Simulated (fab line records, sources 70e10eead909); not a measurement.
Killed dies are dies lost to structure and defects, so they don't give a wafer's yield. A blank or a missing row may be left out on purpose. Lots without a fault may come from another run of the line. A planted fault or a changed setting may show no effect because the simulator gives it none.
Which tool did it? | flow nand_harc | 7 lots, 21 wafers sampled, at 5 steps of a route of 1302

WHAT THE GAUGES READ, wafer by wafer
NHARC_P_M0_THK_MEAS_24: measures by xrf.
lot  | measured     | on            | thk_nm (nm)
L807 | day 7 10:23  | film_metro-02 | 115.4 117.1 115.2
L809 | day 8 05:33  | film_metro-02 | 114.9 115.5 113.2
L812 | day 9 08:29  | film_metro-02 | 114.1 118.0 117.8
L814 | day 10 11:20 | film_metro-02 | 116.5 119.0 116.8
L816 | day 11 08:20 | film_metro-01 | 31.0 30.6 31.2
L818 | day 12 08:13 | film_metro-02 | 29.5 30.0 29.5
L826 | day 15 06:38 | film_metro-02 | 116.0 117.4 118.0

WHICH TOOL RAN EACH LOT (tool, then ch and the chambers of the sampled wafers, then the start)
lot  | NHARC_P_CONTACT_CMP_24        | NHARC_P_M0_ETCH_15                            | NHARC_P_M0_ECD_22              | NHARC_P_M0_CMP_23
L807 | cmp-02 ch 0,2,3, day 7 06:29  | rie_diel-04 ch 0,2,3, day 7 09:20 or earlier  | ecd_cu-02 ch 0,1, day 7 09:20  | cmp-01 ch 0,1,3, day 7 10:04
L809 | cmp-02 ch 1,2, day 8 01:53    | rie_diel-04 ch 0,3, day 8 04:38 or earlier    | ecd_cu-02 ch 0,1, day 8 04:38  | cmp-04 ch 0,2,3, day 8 05:18
L812 | cmp-03 ch 0,1,2, day 9 04:37  | rie_diel-01 ch 2,3, day 9 07:27 or earlier    | ecd_cu-02 ch 0,1, day 9 07:27  | cmp-04 ch 0,1, day 9 08:10
L814 | cmp-01 ch 1,3, day 10 07:33   | rie_diel-05 ch 1,2,3, day 10 10:20 or earlier | ecd_cu-02 ch 0,1, day 10 10:20 | cmp-03 ch 0,2,3, day 10 11:04
L816 | cmp-01 ch 1,2,3, day 11 04:40 | rie_diel-05 ch 1,3, day 11 07:22 or earlier   | ecd_cu-01 ch 0,1, day 11 07:22 | cmp-04 ch 0,1,3, day 11 08:02
L818 | cmp-01 ch 0,2, day 12 04:13   | rie_diel-05 ch 1,2,3, day 12 07:10 or earlier | ecd_cu-01 ch 1, day 12 07:10   | cmp-03 ch 0,1,2, day 12 07:53
L826 | cmp-02 ch 0,2,3, day 15 02:44 | rie_diel-04 ch 0,1,2, day 15 05:42 or earlier | ecd_cu-01 ch 0,1, day 15 05:42 | cmp-03 ch 1,2, day 15 06:19
- NHARC_P_CONTACT_CMP_24: polishes, t overpolish 30 s, target thk 200 nm.
- NHARC_P_M0_ETCH_15: etches the open film in C4F8/Ar, target depth 150 nm, overetch 15 nm, time 82.5 s.
- NHARC_P_M0_ECD_22: material Cu, target thk 400 nm.
- NHARC_P_M0_CMP_23: polishes, t overpolish 20 s, target thk 117.54 nm.

THE ANSWER, worked out from the rows above alone
Rule: what is usual is taken from the lots themselves. Put in order of their means at a reading, lots are off if they are a third of the lots or fewer, leave a main group of 4 or more, and stand apart from it by a gap of 3 or more times the standard deviation of the main group's means; of several such gaps the widest counts. A main group whose means are all the same, to the digits that the tables above print for the reading, isn't used. A lot without any number at a reading at which 4 lots or more have one is off too. The other lots that the step has rows for count as sound.
Off: L816, L818, at NHARC_P_M0_THK_MEAS_24 (thk_nm). The main group: mean 116.3 nm, standard deviation 1.
A tool fits if, at a process step before that reading, it ran every lot that is off, and no sound lot after the first of them. The gauges at NHARC_P_M0_THK_MEAS_24 are tried like those tools. NHARC_P_M0_ETCH_15 gives no start for some lots, so the hours and the order of its lots are those of NHARC_P_M0_ECD_22. Can't be told from this: 2 tools fit, cmp-01 at NHARC_P_CONTACT_CMP_24, rie_diel-05 at NHARC_P_M0_ETCH_15.

WHAT THE SIMULATOR HAD PUT IN
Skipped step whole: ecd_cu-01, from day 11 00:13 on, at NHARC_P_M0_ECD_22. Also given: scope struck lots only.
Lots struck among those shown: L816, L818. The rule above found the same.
